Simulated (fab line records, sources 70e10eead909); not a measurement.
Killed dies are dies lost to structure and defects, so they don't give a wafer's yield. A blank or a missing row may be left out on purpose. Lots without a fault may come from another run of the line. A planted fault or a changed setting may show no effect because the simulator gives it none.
Chamber matching | flow nand_harc | NHARC_A_STAIRCASE_DESCUM_270 on rie_diel-13: 4 sister chambers
The step chemistry O2, time 3 s. 22 wafers are shown with their chamber, then 11 later ones without.

WAFERS WITH THEIR CHAMBER
wafer  | chamber | drypump_motor_current_A (A) | showerhead_plenum_p_Torr (Torr) | oes_product_au (a.u.)
L075.3 | 1       | 6.1                         | 2.07                            | 1.011
L075.4 | 3       | 5.2                         | 1.95                            | 1.017
L075.6 | 1       | 6.1                         | 2.07                            | 1.015
L076.1 | 3       | 5.2                         | 1.95                            | 1.006
L076.5 | 3       | 5.2                         | 1.95                            | 1.005
L076.6 | 2       | 6.1                         | 1.90                            | 1.012
L080.1 | 1       | 6.1                         | 2.06                            | 0.997
L080.2 | 0       | 5.5                         | 1.97                            | 0.992
L080.5 | 1       | 6.1                         | 2.06                            | 0.996
L081.1 | 1       | 6.0                         | 2.06                            | 0.999
L081.4 | 0       | 5.5                         | 1.96                            | 1.012
L081.6 | 0       | 5.5                         | 1.96                            | 1.012
L083.2 | 0       | 5.5                         | 1.96                            | 1.001
L083.3 | 1       | 6.1                         | 2.06                            | 0.998
L083.4 | 2       | 6.0                         | 1.89                            | 0.999
L084.1 | 2       | 6.1                         | 1.89                            | 0.994
L084.2 | 1       | 6.0                         | 2.06                            | 1.002
L084.6 | 2       | 6.0                         | 1.89                            | 0.994
L086.4 | 3       | 5.2                         | 1.93                            | 0.997
L086.5 | 1       | 6.1                         | 2.06                            | 0.994
L086.6 | 2       | 6.0                         | 1.89                            | 0.991
L091.1 | 1       | 6.1                         | 2.05                            | 1.000

SIGNATURES (means of the wafers above)
reading                  | chamber 0 | chamber 1 | chamber 2 | chamber 3 | scatter within a chamber
drypump_motor_current_A  | 5.500     | 6.078     | 6.040     | 5.200     | 0.0391
showerhead_plenum_p_Torr | 1.9625    | 2.0611    | 1.8920    | 1.9450    | 0.00643
oes_product_au           | 1.00425   | 1.00133   | 0.99800   | 1.00625   | 0.00803
Rule: a wafer's distance from a chamber is the root of the sum, over the readings, of the square of ((its reading less the chamber's mean) divided by the reading's scatter). The wafer belongs to the nearest chamber; if the next one is less than 2 further off, it can't be placed. The scatter: the root of (the sum of the squares of (reading less its chamber's mean) over the shown wafers, divided by (wafers less chambers)).

WAFERS WITHOUT THEIR CHAMBER
wafer  | drypump_motor_current_A (A) | showerhead_plenum_p_Torr (Torr) | oes_product_au (a.u.)
L091.3 | 5.2                         | 1.93                            | 1.007
L091.4 | 5.5                         | 1.96                            | 1.007
L093.2 | 6.1                         | 1.88                            | 1.008
L093.4 | 5.2                         | 1.93                            | 1.023
L093.6 | 6.1                         | 2.05                            | 1.012
L094.1 | 6.1                         | 2.05                            | 1.008
L094.4 | 5.3                         | 1.93                            | 1.013
L094.6 | 6.0                         | 1.88                            | 1.021
L095.2 | 6.0                         | 1.88                            | 0.993
L095.5 | 6.1                         | 1.88                            | 0.998
L095.6 | 6.1                         | 2.05                            | 0.992

WHICH CHAMBER EACH WENT THROUGH
wafer  | from the rows above | in truth
L091.3 | 3                   | 3
L091.4 | 0                   | 0
L093.2 | 2                   | 2
L093.4 | 3                   | 3
L093.6 | 1                   | 1
L094.1 | 1                   | 1
L094.4 | 3                   | 3
L094.6 | 2                   | 2
L095.2 | 2                   | 2
L095.5 | 2                   | 2
L095.6 | 1                   | 1
Placed correctly: 11 of 11. Can't be placed from these rows: 0. Placed wrongly: 0.
